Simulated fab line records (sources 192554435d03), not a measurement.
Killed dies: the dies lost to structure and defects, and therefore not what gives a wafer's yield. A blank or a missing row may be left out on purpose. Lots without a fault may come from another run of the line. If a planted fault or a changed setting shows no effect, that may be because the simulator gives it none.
Which of the tools did it? || flow n5Finfet || Sampling: 23 lots, 69 wafers, 3 of 1938 route steps

## WHAT EACH GAUGE READ, for each wafer
N5_BEOL_M5_CD_MEAS_28: target cd 30.6 nm, target cd y 20 nm. Usual: cdNm at 30.65 nm, with a standard deviation of 0.26.
{"lot": "L075", "measured": "day 8 11:03", "on": "cdSem-02", "cdNm (nm)": "30.39 30.84 30.97", "flag": ""}
{"lot": "L074", "measured": "day 8 10:52", "on": "cdSem-02", "cdNm (nm)": "30.56 30.78 30.81", "flag": ""}
{"lot": "L076", "measured": "day 8 11:52", "on": "cdSem-01", "cdNm (nm)": "30.42 30.73 30.68", "flag": ""}
{"lot": "L077", "measured": "day 9 03:37", "on": "cdSem-02", "cdNm (nm)": "31.18 30.81 30.60", "flag": ""}
{"lot": "L079", "measured": "day 9 06:41", "on": "cdSem-01", "cdNm (nm)": "30.38 30.78 30.34", "flag": ""}
{"lot": "L078", "measured": "day 9 09:44", "on": "cdSem-02", "cdNm (nm)": "30.28 30.62 30.63", "flag": ""}
{"lot": "L080", "measured": "day 9 20:11", "on": "cdSem-01", "cdNm (nm)": "29.87 30.18 30.23", "flag": ""}
{"lot": "L081", "measured": "day 10 04:13", "on": "cdSem-02", "cdNm (nm)": "31.15 30.53 30.62", "flag": ""}
{"lot": "L082", "measured": "day 10 04:10", "on": "cdSem-01", "cdNm (nm)": "30.85 30.32 30.86", "flag": ""}
{"lot": "L084", "measured": "day 10 09:03", "on": "cdSem-03", "cdNm (nm)": "30.45 30.81 30.62", "flag": ""}
{"lot": "L083", "measured": "day 10 10:32", "on": "cdSem-02", "cdNm (nm)": "30.53 30.37 30.31", "flag": ""}
{"lot": "L085", "measured": "day 11 02:53", "on": "cdSem-02", "cdNm (nm)": "30.42 30.38 30.73", "flag": ""}
{"lot": "L086", "measured": "day 11 10:53", "on": "cdSem-02", "cdNm (nm)": "30.73 30.60 30.99", "flag": ""}
{"lot": "L088", "measured": "day 11 18:29", "on": "cdSem-03", "cdNm (nm)": "30.18 30.23 30.37", "flag": ""}
{"lot": "L087", "measured": "day 11 18:10", "on": "cdSem-02", "cdNm (nm)": "30.33 30.16 30.64", "flag": ""}
{"lot": "L089", "measured": "day 12 03:19", "on": "cdSem-01", "cdNm (nm)": "30.77 30.49 30.76", "flag": ""}
{"lot": "L090", "measured": "day 12 16:53", "on": "cdSem-01", "cdNm (nm)": "31.01 30.34 30.86", "flag": ""}
{"lot": "L091", "measured": "day 12 19:11", "on": "cdSem-01", "cdNm (nm)": "30.83 31.15 30.37", "flag": ""}
{"lot": "L092", "measured": "day 13 02:49", "on": "cdSem-02", "cdNm (nm)": "31.13 30.77 30.64", "flag": ""}
{"lot": "L093", "measured": "day 13 02:43", "on": "cdSem-02", "cdNm (nm)": "30.53 30.74 30.64", "flag": ""}
{"lot": "L097", "measured": "day 13 23:43", "on": "cdSem-03", "cdNm (nm)": "30.64 30.88 30.67", "flag": ""}
{"lot": "L095", "measured": "day 13 23:46", "on": "cdSem-03", "cdNm (nm)": "30.36 30.38 30.57", "flag": ""}
{"lot": "L096", "measured": "day 14 02:31", "on": "cdSem-01", "cdNm (nm)": "30.35 30.61 30.68", "flag": ""}

## TOOL THAT RAN EACH LOT (tool first, then ch and the chambers of the sampled wafers, then the start)
{"lot": "L075", "N5_BEOL_M4_SPUTTER_81": "pvdSputter-03, day 8 03:32", "N5_BEOL_M4_SPUTTER_86": "pvdSputter-03, day 8 03:45"}
{"lot": "L074", "N5_BEOL_M4_SPUTTER_81": "pvdSputter-01, day 8 03:47", "N5_BEOL_M4_SPUTTER_86": "pvdSputter-01, day 8 04:00"}
{"lot": "L076", "N5_BEOL_M4_SPUTTER_81": "pvdSputter-03, day 8 05:45", "N5_BEOL_M4_SPUTTER_86": "pvdSputter-03, day 8 05:58"}
{"lot": "L077", "N5_BEOL_M4_SPUTTER_81": "pvdSputter-01, day 8 21:02", "N5_BEOL_M4_SPUTTER_86": "pvdSputter-01, day 8 21:16"}
{"lot": "L079", "N5_BEOL_M4_SPUTTER_81": "pvdSputter-03, day 9 00:29", "N5_BEOL_M4_SPUTTER_86": "pvdSputter-03, day 9 00:42"}
{"lot": "L078", "N5_BEOL_M4_SPUTTER_81": "pvdSputter-01, day 9 00:38", "N5_BEOL_M4_SPUTTER_86": "pvdSputter-01, day 9 00:52"}
{"lot": "L080", "N5_BEOL_M4_SPUTTER_81": "pvdSputter-03, day 9 09:02", "N5_BEOL_M4_SPUTTER_86": "pvdSputter-03, day 9 09:16"}
{"lot": "L081", "N5_BEOL_M4_SPUTTER_81": "pvdSputter-02, day 9 19:16", "N5_BEOL_M4_SPUTTER_86": "pvdSputter-02, day 9 19:29"}
{"lot": "L082", "N5_BEOL_M4_SPUTTER_81": "pvdSputter-03, day 9 19:36", "N5_BEOL_M4_SPUTTER_86": "pvdSputter-03, day 9 19:49"}
{"lot": "L084", "N5_BEOL_M4_SPUTTER_81": "pvdSputter-03, day 10 02:46", "N5_BEOL_M4_SPUTTER_86": "pvdSputter-03, day 10 02:59"}
{"lot": "L083", "N5_BEOL_M4_SPUTTER_81": "pvdSputter-01, day 10 03:20", "N5_BEOL_M4_SPUTTER_86": "pvdSputter-01, day 10 03:33"}
{"lot": "L085", "N5_BEOL_M4_SPUTTER_81": "pvdSputter-03, day 10 21:21", "N5_BEOL_M4_SPUTTER_86": "pvdSputter-03, day 10 21:34"}
{"lot": "L086", "N5_BEOL_M4_SPUTTER_81": "pvdSputter-01, day 11 02:23", "N5_BEOL_M4_SPUTTER_86": "pvdSputter-01, day 11 02:36"}
{"lot": "L088", "N5_BEOL_M4_SPUTTER_81": "pvdSputter-01, day 11 09:50", "N5_BEOL_M4_SPUTTER_86": "pvdSputter-01, day 11 10:03"}
{"lot": "L087", "N5_BEOL_M4_SPUTTER_81": "pvdSputter-03, day 11 09:55", "N5_BEOL_M4_SPUTTER_86": "pvdSputter-03, day 11 10:08"}
{"lot": "L089", "N5_BEOL_M4_SPUTTER_81": "pvdSputter-02, day 11 21:14", "N5_BEOL_M4_SPUTTER_86": "pvdSputter-02, day 11 21:27"}
{"lot": "L090", "N5_BEOL_M4_SPUTTER_81": "pvdSputter-02, day 12 09:31", "N5_BEOL_M4_SPUTTER_86": "pvdSputter-02, day 12 09:44"}
{"lot": "L091", "N5_BEOL_M4_SPUTTER_81": "pvdSputter-02, day 12 12:41", "N5_BEOL_M4_SPUTTER_86": "pvdSputter-02, day 12 12:55"}
{"lot": "L092", "N5_BEOL_M4_SPUTTER_81": "pvdSputter-03, day 12 17:58", "N5_BEOL_M4_SPUTTER_86": "pvdSputter-03, day 12 18:11"}
{"lot": "L093", "N5_BEOL_M4_SPUTTER_81": "pvdSputter-02, day 12 18:05", "N5_BEOL_M4_SPUTTER_86": "pvdSputter-02, day 12 18:19"}
{"lot": "L097", "N5_BEOL_M4_SPUTTER_81": "pvdSputter-02, day 13 16:10", "N5_BEOL_M4_SPUTTER_86": "pvdSputter-02, day 13 16:23"}
{"lot": "L095", "N5_BEOL_M4_SPUTTER_81": "pvdSputter-01, day 13 16:17", "N5_BEOL_M4_SPUTTER_86": "pvdSputter-01, day 13 16:30"}
{"lot": "L096", "N5_BEOL_M4_SPUTTER_81": "pvdSputter-01, day 13 20:32", "N5_BEOL_M4_SPUTTER_86": "pvdSputter-01, day 13 20:45"}
- N5_BEOL_M4_SPUTTER_81: material Cu, target thk 4.5 nm, time 8.29 s.
- N5_BEOL_M4_SPUTTER_86: material Cu, target thk 4.5 nm, time 8.29 s.

## AS READ BY THE TOOLS THEMSELVES (means over the sampled wafers that have a number; for cases with no such wafer, the mark the record gives instead)
N5_BEOL_M4_SPUTTER_81. Usual: throttleValvePct at 29.9 %, with a standard deviation of 0.95.
{"lot": "L075", "tool": "pvdSputter-03", "throttleValvePct (%)": 29.7, "flag": ""}
{"lot": "L074", "tool": "pvdSputter-01", "throttleValvePct (%)": 30.7, "flag": ""}
{"lot": "L076", "tool": "pvdSputter-03", "throttleValvePct (%)": 30.2, "flag": ""}
{"lot": "L077", "tool": "pvdSputter-01", "throttleValvePct (%)": 30.2, "flag": ""}
{"lot": "L079", "tool": "pvdSputter-03", "throttleValvePct (%)": 29.8, "flag": ""}
{"lot": "L078", "tool": "pvdSputter-01", "throttleValvePct (%)": 30.1, "flag": ""}
{"lot": "L080", "tool": "pvdSputter-03", "throttleValvePct (%)": 29.0, "flag": ""}
{"lot": "L081", "tool": "pvdSputter-02", "throttleValvePct (%)": 29.3, "flag": ""}
{"lot": "L082", "tool": "pvdSputter-03", "throttleValvePct (%)": 29.8, "flag": ""}
{"lot": "L084", "tool": "pvdSputter-03", "throttleValvePct (%)": 29.6, "flag": ""}
{"lot": "L083", "tool": "pvdSputter-01", "throttleValvePct (%)": 30.7, "flag": ""}
{"lot": "L085", "tool": "pvdSputter-03", "throttleValvePct (%)": 29.6, "flag": ""}
{"lot": "L086", "tool": "pvdSputter-01", "throttleValvePct (%)": 29.6, "flag": ""}
{"lot": "L088", "tool": "pvdSputter-01", "throttleValvePct (%)": 30.3, "flag": ""}
{"lot": "L087", "tool": "pvdSputter-03", "throttleValvePct (%)": 29.5, "flag": ""}
{"lot": "L089", "tool": "pvdSputter-02", "throttleValvePct (%)": 30.1, "flag": ""}
{"lot": "L090", "tool": "pvdSputter-02", "throttleValvePct (%)": 30.6, "flag": ""}
{"lot": "L091", "tool": "pvdSputter-02", "throttleValvePct (%)": 29.0, "flag": ""}
{"lot": "L092", "tool": "pvdSputter-03", "throttleValvePct (%)": 29.9, "flag": ""}
{"lot": "L093", "tool": "pvdSputter-02", "throttleValvePct (%)": 29.1, "flag": ""}
{"lot": "L097", "tool": "pvdSputter-02", "throttleValvePct (%)": 28.9, "flag": ""}
{"lot": "L095", "tool": "pvdSputter-01", "throttleValvePct (%)": 30.6, "flag": ""}
{"lot": "L096", "tool": "pvdSputter-01", "throttleValvePct (%)": 30.0, "flag": ""}

N5_BEOL_M4_SPUTTER_86. Usual: throttleValvePct at 29.9 %, with a standard deviation of 0.98.
{"lot": "L075", "tool": "pvdSputter-03", "throttleValvePct (%)": 29.7, "flag": ""}
{"lot": "L074", "tool": "pvdSputter-01", "throttleValvePct (%)": 30.6, "flag": ""}
{"lot": "L076", "tool": "pvdSputter-03", "throttleValvePct (%)": 30.1, "flag": ""}
{"lot": "L077", "tool": "pvdSputter-01", "throttleValvePct (%)": 30.2, "flag": ""}
{"lot": "L079", "tool": "pvdSputter-03", "throttleValvePct (%)": 29.6, "flag": ""}
{"lot": "L078", "tool": "pvdSputter-01", "throttleValvePct (%)": 30.0, "flag": ""}
{"lot": "L080", "tool": "pvdSputter-03", "throttleValvePct (%)": 29.1, "flag": ""}
{"lot": "L081", "tool": "pvdSputter-02", "throttleValvePct (%)": 29.4, "flag": ""}
{"lot": "L082", "tool": "pvdSputter-03", "throttleValvePct (%)": 29.9, "flag": ""}
{"lot": "L084", "tool": "pvdSputter-03", "throttleValvePct (%)": 29.5, "flag": ""}
{"lot": "L083", "tool": "pvdSputter-01", "throttleValvePct (%)": 30.8, "flag": ""}
{"lot": "L085", "tool": "pvdSputter-03", "throttleValvePct (%)": 29.5, "flag": ""}
{"lot": "L086", "tool": "pvdSputter-01", "throttleValvePct (%)": 29.4, "flag": ""}
{"lot": "L088", "tool": "pvdSputter-01", "throttleValvePct (%)": 30.3, "flag": ""}
{"lot": "L087", "tool": "pvdSputter-03", "throttleValvePct (%)": 29.5, "flag": ""}
{"lot": "L089", "tool": "pvdSputter-02", "throttleValvePct (%)": 30.0, "flag": ""}
{"lot": "L090", "tool": "pvdSputter-02", "throttleValvePct (%)": 30.5, "flag": ""}
{"lot": "L091", "tool": "pvdSputter-02", "throttleValvePct (%)": 29.1, "flag": ""}
{"lot": "L092", "tool": "pvdSputter-03", "throttleValvePct (%)": 29.8, "flag": ""}
{"lot": "L093", "tool": "pvdSputter-02", "throttleValvePct (%)": 28.9, "flag": ""}
{"lot": "L097", "tool": "pvdSputter-02", "throttleValvePct (%)": 29.1, "flag": ""}
{"lot": "L095", "tool": "pvdSputter-01", "throttleValvePct (%)": 30.5, "flag": ""}
{"lot": "L096", "tool": "pvdSputter-01", "throttleValvePct (%)": 30.0, "flag": ""}

## THE ANSWER, worked out from the rows above alone
Rule: a lot counts as off when the mean over its wafers that have a number is more than 3 standard deviations away from the usual mean. Also off: a lot with no number at a reading for which 4 or more lots have one. Where the step has rows for the other lots, those lots are counted as sound. Order of review: gauges by route order, followed by the tools' own readings, for which a lot's mean as printed above is used. At the first step where some lot is off, the reading lying furthest off is the one used; lots without a number count as furthest.
No lot is off at any reading shown: from this, nothing can be told.

## WHAT HAD BEEN PUT IN BY THE SIMULATOR
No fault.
